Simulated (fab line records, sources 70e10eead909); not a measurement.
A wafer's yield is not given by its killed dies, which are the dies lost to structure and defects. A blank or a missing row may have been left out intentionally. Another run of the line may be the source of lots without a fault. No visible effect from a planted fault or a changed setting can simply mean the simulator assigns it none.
Chamber matching | flow nand harc | NHARC_HYBRID_BOND_ACTIVATE_00 on rie diel-12: 4 sister chambers
The step chemistry N2, time 60 s. 4 wafers are shown with their chamber, then 8 later ones without.

EACH WAFER AND ITS CHAMBER
wafer  | chamber | drypump motor current A (A)
L850.5 | 3       | 5.9
L854.3 | 2       | 5.7
L854.4 | 0       | 6.8
L858.3 | 1       | 6.4

WAFERS MISSING THEIR CHAMBER
wafer  | drypump motor current A (A)
L858.4 | 6.0
L858.6 | 5.7
L862.1 | 6.4
L862.2 | 6.8
L862.5 | 6.0
L866.1 | 6.4
L866.3 | 6.8
L866.4 | 6.8

CHAMBER TAKEN BY EACH
wafer  | from the rows above | in truth
L858.4 | 3                   | 3
L858.6 | 2                   | 2
L862.1 | 1                   | 1
L862.2 | 0                   | 0
L862.5 | 3                   | 3
L866.1 | 1                   | 1
L866.3 | 0                   | 0
L866.4 | 0                   | 0
Correct placement for 8 of the 8. Left unplaced by these rows: 0. Wrongly placed: 0.
How it was worked out, from the rows above alone: a wafer's distance from a chamber is the root of the sum, over the readings, of the square of ((its reading less the chamber's mean) divided by the reading's scatter). If the next closest chamber is less than 2 further off than the closest, the wafer can't be placed; otherwise it belongs to the closest. A chamber's mean is the mean of its shown wafers. The scatter: root of mean squared gap, hidden wafer to nearest shown wafer, with one shown wafer a chamber.
